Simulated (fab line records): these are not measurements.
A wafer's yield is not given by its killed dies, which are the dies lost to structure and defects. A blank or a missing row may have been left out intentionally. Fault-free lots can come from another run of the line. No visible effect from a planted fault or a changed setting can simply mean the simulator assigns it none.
Which tool did it? / flow nand harc / 33 wafers from 11 lots sampled at 5 of the route's 1159 steps

WHAT THE GAUGES SHOWED, per wafer
NHARC_A_M1_INSPECT_27.
lot=L441; measured=day 17 22:23; on=defect inspect-02; raw defect count=302 240 270
lot=L442; measured=day 18 00:48; on=defect inspect-02; raw defect count=369 436 385
lot=L444; measured=day 18 03:14; on=defect inspect-01; raw defect count=427 310 343
lot=L443; measured=day 18 04:05; on=defect inspect-01; raw defect count=371 338 299
lot=L445; measured=day 19 00:41; on=defect inspect-02; raw defect count=582 410 384
lot=L446; measured=day 19 12:34; on=defect inspect-02; raw defect count=760 411 579
lot=L448; measured=day 20 06:21; on=defect inspect-02; raw defect count=395 415 390
lot=L447; measured=day 20 06:59; on=defect inspect-02; raw defect count=716 531 457
lot=L455; measured=day 21 02:38; on=defect inspect-01; raw defect count=357 348 480
lot=L456; measured=day 22 05:29; on=defect inspect-02; raw defect count=1021 433 457
lot=L461; measured=day 23 17:31; on=defect inspect-02; raw defect count=374 480 431

NHARC_END_SORT_01.
lot=L441; measured=day 19 18:21; on=prober-01; defect limited yield (%)=96.9 96.5 96.5; killed at array=19 19 19; killed at other=1 0 0; killed at periphery=1 5 5; killed dies=21 24 24; killed open=3 3 4; killed short=0 0 1; sort_bin_2_pct (%)=0.7 0.7 1.5; sort_bin_3_pct (%)=0.30 0.15 0.15; sort_bin_4_pct (%)=2.1 2.7 1.9; sort n pass=656 653 653; sort rim yield pct (%)=96.2 97.2 95.3; sort yield pct (%)=96.9 96.5 96.5
lot=L442; measured=day 19 17:35; on=prober-02; defect limited yield (%)=97.9 98.4 97.5; killed at array=11 10 16; killed at other=0 0 0; killed at periphery=3 1 1; killed dies=14 11 17; killed open=4 1 1; killed short=3 2 5; sort_bin_2_pct (%)=0.6 0.4 0.7; sort_bin_3_pct (%)=0.15 0.15 0.30; sort_bin_4_pct (%)=1.3 1.0 1.5; sort n pass=663 666 660; sort rim yield pct (%)=98.1 97.2 94.3; sort yield pct (%)=97.9 98.4 97.5
lot=L444; measured=day 20 01:22; on=prober-01; defect limited yield (%)=94.8 94.8 95.6; killed at array=32 30 30; killed at other=1 1 0; killed at periphery=2 4 0; killed dies=35 35 30; killed open=9 5 1; killed short=1 4 0; sort_bin_2_pct (%)=1.6 1.0 1.3; sort_bin_3_pct (%)=0.15 0.15 0.30; sort_bin_4_pct (%)=3.4 4.0 2.8; sort n pass=642 642 647; sort rim yield pct (%)=97.2 97.2 96.2; sort yield pct (%)=94.8 94.8 95.6
lot=L443; measured=day 20 01:26; on=prober-02; defect limited yield (%)=96.5 97.6 97.6; killed at array=17 14 14; killed at other=1 0 0; killed at periphery=6 2 2; killed dies=24 16 16; killed open=8 3 1; killed short=5 1 1; sort_bin_2_pct (%)=0.9 0.6 0.4; sort_bin_3_pct (%)=0 0.30 0; sort_bin_4_pct (%)=2.7 1.5 1.9; sort n pass=653 661 661; sort rim yield pct (%)=93.4 98.1 100.0; sort yield pct (%)=96.5 97.6 97.6
lot=L445; measured=day 20 11:47; on=prober-02; defect limited yield (%)=96.6 95.0 95.9; killed at array=19 26 20; killed at other=0 1 0; killed at periphery=4 7 8; killed dies=23 34 28; killed open=2 1 4; killed short=2 1 2; sort_bin_2_pct (%)=1.0 2.1 2.4; sort_bin_3_pct (%)=0 0.44 0.30; sort_bin_4_pct (%)=2.4 2.5 1.5; sort n pass=654 643 649; sort rim yield pct (%)=93.4 94.3 98.1; sort yield pct (%)=96.6 95.0 95.9
lot=L446; measured=day 20 21:05; on=prober-01; defect limited yield (%)=96.9 97.2 96.8; killed at array=20 16 20; killed at other=0 1 0; killed at periphery=1 2 2; killed dies=21 19 22; killed open=1 1 2; killed short=1 2 2; sort_bin_2_pct (%)=1.0 0.6 1.0; sort_bin_3_pct (%)=0.15 0.44 0.15; sort_bin_4_pct (%)=1.9 1.8 2.1; sort n pass=656 658 655; sort rim yield pct (%)=100.0 98.1 94.3; sort yield pct (%)=96.9 97.2 96.8
lot=L448; measured=day 21 14:46; on=prober-02; defect limited yield (%)=96.0 94.8 97.0; killed at array=23 28 17; killed at other=0 0 0; killed at periphery=4 7 3; killed dies=27 35 20; killed open=2 5 5; killed short=5 2 0; sort_bin_2_pct (%)=1.5 1.8 0.9; sort_bin_3_pct (%)=0.15 0.15 0.15; sort_bin_4_pct (%)=2.4 3.2 1.9; sort n pass=650 642 657; sort rim yield pct (%)=98.1 99.1 96.2; sort yield pct (%)=96.0 94.8 97.0
lot=L447; measured=day 21 23:24; on=prober-02; defect limited yield (%)=94.8 92.8 94.1; killed at array=31 48 38; killed at other=0 0 0; killed at periphery=4 1 2; killed dies=35 49 40; killed open=4 3 3; killed short=0 1 2; sort_bin_2_pct (%)=1.6 2.2 1.8; sort_bin_3_pct (%)=0.15 0.44 0.30; sort_bin_4_pct (%)=3.4 4.6 3.8; sort n pass=642 628 637; sort rim yield pct (%)=98.1 95.3 96.2; sort yield pct (%)=94.8 92.8 94.1
lot=L455; measured=day 22 13:32; on=prober-01; defect limited yield (%)=94.7 95.6 94.7; killed at array=35 24 33; killed at other=0 2 1; killed at periphery=1 4 2; killed dies=36 30 36; killed open=4 5 4; killed short=3 2 5; sort_bin_2_pct (%)=1.8 1.3 1.8; sort_bin_3_pct (%)=0.44 0.44 0.30; sort_bin_4_pct (%)=3.1 2.7 3.2; sort n pass=641 647 641; sort rim yield pct (%)=95.3 96.2 99.1; sort yield pct (%)=94.7 95.6 94.7
lot=L456; measured=day 23 18:05; on=prober-02; defect limited yield (%)=93.4 96.8 93.1; killed at array=37 21 45; killed at other=0 0 0; killed at periphery=8 1 2; killed dies=45 22 47; killed open=7 0 3; killed short=2 0 1; sort_bin_2_pct (%)=1.2 0.7 2.4; sort_bin_3_pct (%)=0.30 0.15 0.30; sort_bin_4_pct (%)=5.2 2.4 4.3; sort n pass=632 655 630; sort rim yield pct (%)=91.5 97.2 93.4; sort yield pct (%)=93.4 96.8 93.1
lot=L461; measured=day 25 05:34; on=prober-02; defect limited yield (%)=94.5 93.4 94.7; killed at array=35 43 34; killed at other=0 0 0; killed at periphery=2 2 2; killed dies=37 45 36; killed open=1 6 2; killed short=3 2 0; sort_bin_2_pct (%)=1.6 3.0 1.5; sort_bin_3_pct (%)=0.15 0.15 0.30; sort_bin_4_pct (%)=3.7 3.5 3.5; sort n pass=640 632 641; sort rim yield pct (%)=95.3 96.2 91.5; sort yield pct (%)=94.5 93.4 94.7

TOOL THAT RAN EACH LOT (tool first, then ch and the chambers of the sampled wafers, then the start)
lot=L441; NHARC_A_M1_PRE_CLEAN_32=pecvd-04 ch 0,1, day 17 22:28; NHARC_A_BONDPAD_ETCH_34=rie diel-04 ch 1,2, day 18 00:37; NHARC_A_BONDPAD_ETCH_12=rie diel-04 ch 0,1,3, day 18 00:43
lot=L442; NHARC_A_M1_PRE_CLEAN_32=pecvd-04 ch 0,1,2, day 18 00:52; NHARC_A_BONDPAD_ETCH_34=rie diel-01 ch 0,1,3, day 18 03:03; NHARC_A_BONDPAD_ETCH_12=rie diel-01 ch 1,2, day 18 03:10
lot=L444; NHARC_A_M1_PRE_CLEAN_32=pecvd-01 ch 0,1,2, day 18 03:19; NHARC_A_BONDPAD_ETCH_34=rie diel-01 ch 0,1,2, day 18 05:29; NHARC_A_BONDPAD_ETCH_12=rie diel-01 ch 1,3, day 18 05:42
lot=L443; NHARC_A_M1_PRE_CLEAN_32=pecvd-01 ch 0,1, day 18 04:10; NHARC_A_BONDPAD_ETCH_34=rie diel-04 ch 0,3, day 18 06:13; NHARC_A_BONDPAD_ETCH_12=rie diel-04 ch 0,1,2, day 18 06:20
lot=L445; NHARC_A_M1_PRE_CLEAN_32=pecvd-03 ch 0,1,2, day 19 00:45; NHARC_A_BONDPAD_ETCH_34=rie diel-07 ch 1,2,3, day 19 02:55; NHARC_A_BONDPAD_ETCH_12=rie diel-07 ch 1,3, day 19 03:00
lot=L446; NHARC_A_M1_PRE_CLEAN_32=pecvd-04 ch 0,1, day 19 12:44; NHARC_A_BONDPAD_ETCH_34=rie diel-07 ch 0,2,3, day 19 14:52; NHARC_A_BONDPAD_ETCH_12=rie diel-07 ch 0,2, day 19 14:58
lot=L448; NHARC_A_M1_PRE_CLEAN_32=pecvd-01 ch 0,1,2, day 20 06:27; NHARC_A_BONDPAD_ETCH_34=rie diel-07 ch 1,2,3, day 20 08:29; NHARC_A_BONDPAD_ETCH_12=rie diel-07 ch 0,1,3, day 20 08:34
lot=L447; NHARC_A_M1_PRE_CLEAN_32=pecvd-01 ch 1,2, day 20 07:04; NHARC_A_BONDPAD_ETCH_34=rie diel-07 ch 0,2, day 20 09:13; NHARC_A_BONDPAD_ETCH_12=rie diel-07 ch 0,2,3, day 20 09:17
lot=L455; NHARC_A_M1_PRE_CLEAN_32=pecvd-01 ch 0,1,2, day 21 02:43; NHARC_A_BONDPAD_ETCH_34=rie diel-07 ch 0,2,3, day 21 04:48; NHARC_A_BONDPAD_ETCH_12=rie diel-07 ch 1,2,3, day 21 04:53
lot=L456; NHARC_A_M1_PRE_CLEAN_32=pecvd-01 ch 0,1,2, day 22 05:33; NHARC_A_BONDPAD_ETCH_34=rie diel-07 ch 0,2,3, day 22 08:13; NHARC_A_BONDPAD_ETCH_12=rie diel-07 ch 0,1,2, day 22 08:19
lot=L461; NHARC_A_M1_PRE_CLEAN_32=pecvd-03 ch 0,1, day 23 17:35; NHARC_A_BONDPAD_ETCH_34=rie diel-01 ch 1,2, day 23 19:49; NHARC_A_BONDPAD_ETCH_12=rie diel-01 ch 0,2,3, day 23 19:55
- NHARC_A_M1_PRE_CLEAN_32: time 12 s.
- NHARC_A_BONDPAD_ETCH_34: etches the open film in N2/H2, target depth 60 nm, overetch 18 nm, time 65.91 s.
- NHARC_A_BONDPAD_ETCH_12: etches the open film in CHF3/O2, target depth 220 nm, time 110 s.

WHAT THE TOOLS THEMSELVES READ (means of the sampled wafers that have a number; where no wafer has one, the mark that the record gives instead)
NHARC_A_M1_PRE_CLEAN_32.
lot=L441; tool=pecvd-04; heater power w (W)=683
lot=L442; tool=pecvd-04; heater power w (W)=688
lot=L444; tool=pecvd-01; heater power w (W)=678
lot=L443; tool=pecvd-01; heater power w (W)=660
lot=L445; tool=pecvd-03; heater power w (W)=591
lot=L446; tool=pecvd-04; heater power w (W)=644
lot=L448; tool=pecvd-01; heater power w (W)=655
lot=L447; tool=pecvd-01; heater power w (W)=637
lot=L455; tool=pecvd-01; heater power w (W)=684
lot=L456; tool=pecvd-01; heater power w (W)=656
lot=L461; tool=pecvd-03; heater power w (W)=615

NHARC_A_BONDPAD_ETCH_34.
lot=L441; tool=rie diel-04; drypump motor current A (A)=6.0; oes product au (a.u.)=1.002; rf fwd power W (W)=396.7; rf vpp V (V)=428.9; showerhead plenum p Torr (Torr)=2.01; throttle valve pct (%)=14.173
lot=L442; tool=rie diel-01; drypump motor current A (A)=5.5; oes product au (a.u.)=1.005; rf fwd power W (W)=396.9; rf vpp V (V)=431.7; showerhead plenum p Torr (Torr)=2.08; throttle valve pct (%)=14.173
lot=L444; tool=rie diel-01; drypump motor current A (A)=5.7; oes product au (a.u.)=1.010; rf fwd power W (W)=396.9; rf vpp V (V)=428.7; showerhead plenum p Torr (Torr)=1.99; throttle valve pct (%)=14.166
lot=L443; tool=rie diel-04; drypump motor current A (A)=5.6; oes product au (a.u.)=1.009; rf fwd power W (W)=396.7; rf vpp V (V)=433.6; showerhead plenum p Torr (Torr)=2.13; throttle valve pct (%)=14.174
lot=L445; tool=rie diel-07; drypump motor current A (A)=5.5; oes product au (a.u.)=1.002; rf fwd power W (W)=395.1; rf vpp V (V)=429.3; showerhead plenum p Torr (Torr)=1.99; throttle valve pct (%)=14.170
lot=L446; tool=rie diel-07; drypump motor current A (A)=6.0; oes product au (a.u.)=0.989; rf fwd power W (W)=394.5; rf vpp V (V)=431.0; showerhead plenum p Torr (Torr)=2.06; throttle valve pct (%)=14.174
lot=L448; tool=rie diel-07; drypump motor current A (A)=5.5; oes product au (a.u.)=0.993; rf fwd power W (W)=395.2; rf vpp V (V)=429.3; showerhead plenum p Torr (Torr)=1.99; throttle valve pct (%)=14.171
lot=L447; tool=rie diel-07; drypump motor current A (A)=6.2; oes product au (a.u.)=0.989; rf fwd power W (W)=395.6; rf vpp V (V)=431.6; showerhead plenum p Torr (Torr)=2.07; throttle valve pct (%)=14.178
lot=L455; tool=rie diel-07; drypump motor current A (A)=6.0; oes product au (a.u.)=0.998; rf fwd power W (W)=393.8; rf vpp V (V)=431.2; showerhead plenum p Torr (Torr)=2.06; throttle valve pct (%)=14.158
lot=L456; tool=rie diel-07; drypump motor current A (A)=6.0; oes product au (a.u.)=0.990; rf fwd power W (W)=394.8; rf vpp V (V)=431.2; showerhead plenum p Torr (Torr)=2.06; throttle valve pct (%)=14.176
lot=L461; tool=rie diel-01; drypump motor current A (A)=5.8; oes product au (a.u.)=0.995; rf fwd power W (W)=398.5; rf vpp V (V)=430.6; showerhead plenum p Torr (Torr)=2.03; throttle valve pct (%)=14.162

NHARC_A_BONDPAD_ETCH_12.
lot=L441; tool=rie diel-04; drypump motor current A (A)=5.6; oes product au (a.u.)=0.928; rf fwd power W (W)=496.1; rf vpp V (V)=372.0; showerhead plenum p Torr (Torr)=2.47; throttle valve pct (%)=20.575
lot=L442; tool=rie diel-01; drypump motor current A (A)=5.8; oes product au (a.u.)=0.953; rf fwd power W (W)=497.6; rf vpp V (V)=371.2; showerhead plenum p Torr (Torr)=2.41; throttle valve pct (%)=20.567
lot=L444; tool=rie diel-01; drypump motor current A (A)=5.7; oes product au (a.u.)=0.929; rf fwd power W (W)=498.2; rf vpp V (V)=373.3; showerhead plenum p Torr (Torr)=2.51; throttle valve pct (%)=20.570
lot=L443; tool=rie diel-04; drypump motor current A (A)=6.0; oes product au (a.u.)=0.922; rf fwd power W (W)=496.0; rf vpp V (V)=370.6; showerhead plenum p Torr (Torr)=2.39; throttle valve pct (%)=20.569
lot=L445; tool=rie diel-07; drypump motor current A (A)=4.9; oes product au (a.u.)=0.969; rf fwd power W (W)=498.9; rf vpp V (V)=368.6; showerhead plenum p Torr (Torr)=2.31; throttle valve pct (%)=20.571
lot=L446; tool=rie diel-07; drypump motor current A (A)=6.3; oes product au (a.u.)=0.953; rf fwd power W (W)=494.8; rf vpp V (V)=370.0; showerhead plenum p Torr (Torr)=2.41; throttle valve pct (%)=20.561
lot=L448; tool=rie diel-07; drypump motor current A (A)=5.4; oes product au (a.u.)=0.955; rf fwd power W (W)=496.7; rf vpp V (V)=370.5; showerhead plenum p Torr (Torr)=2.38; throttle valve pct (%)=20.575
lot=L447; tool=rie diel-07; drypump motor current A (A)=6.0; oes product au (a.u.)=0.956; rf fwd power W (W)=496.6; rf vpp V (V)=370.8; showerhead plenum p Torr (Torr)=2.42; throttle valve pct (%)=20.572
lot=L455; tool=rie diel-07; drypump motor current A (A)=5.5; oes product au (a.u.)=0.962; rf fwd power W (W)=495.4; rf vpp V (V)=369.8; showerhead plenum p Torr (Torr)=2.35; throttle valve pct (%)=20.565
lot=L456; tool=rie diel-07; drypump motor current A (A)=5.7; oes product au (a.u.)=0.998; rf fwd power W (W)=562.1; rf vpp V (V)=369.6; showerhead plenum p Torr (Torr)=2.36; throttle valve pct (%)=20.575
lot=L461; tool=rie diel-01; drypump motor current A (A)=5.3; oes product au (a.u.)=0.924; rf fwd power W (W)=496.9; rf vpp V (V)=369.5; showerhead plenum p Torr (Torr)=2.36; throttle valve pct (%)=20.565

THE ANSWER, worked out from the rows above alone
Rule: usual is defined by the lots themselves. The widest of any qualifying gaps counts: lots, ordered by their means at a reading, are off when they make up no more than a third of the lots, leave a main group of 4 or more, and stand apart from it by 3 or more times the standard deviation of that group's means. A main group whose means are all the same, to the digits that the tables above print for the reading, isn't used. A lot without any number at a reading at which 4 lots or more have one is off too. All remaining lots with rows at the step are treated as sound. After the gauges, taken in route order, come the tools' own readings; for these a lot's mean is taken, as printed above. The first step at which some lot is off is used, and at that step the reading that is off furthest; a lot without a number counts as furthest.
Off, at NHARC_A_BONDPAD_ETCH_12 on rf fwd power W: L456. The main group: mean 496.7 W, standard deviation 1.2.
If a tool, at that step or one of the process steps before it, ran each lot that is off and ran no sound lot following the first of them, it fits. Can't be told from this: 2 tools fit, pecvd-01 at NHARC_A_M1_PRE_CLEAN_32, rie diel-07 at NHARC_A_BONDPAD_ETCH_34 and NHARC_A_BONDPAD_ETCH_12.

WHAT HAD BEEN PUT IN BY THE SIMULATOR
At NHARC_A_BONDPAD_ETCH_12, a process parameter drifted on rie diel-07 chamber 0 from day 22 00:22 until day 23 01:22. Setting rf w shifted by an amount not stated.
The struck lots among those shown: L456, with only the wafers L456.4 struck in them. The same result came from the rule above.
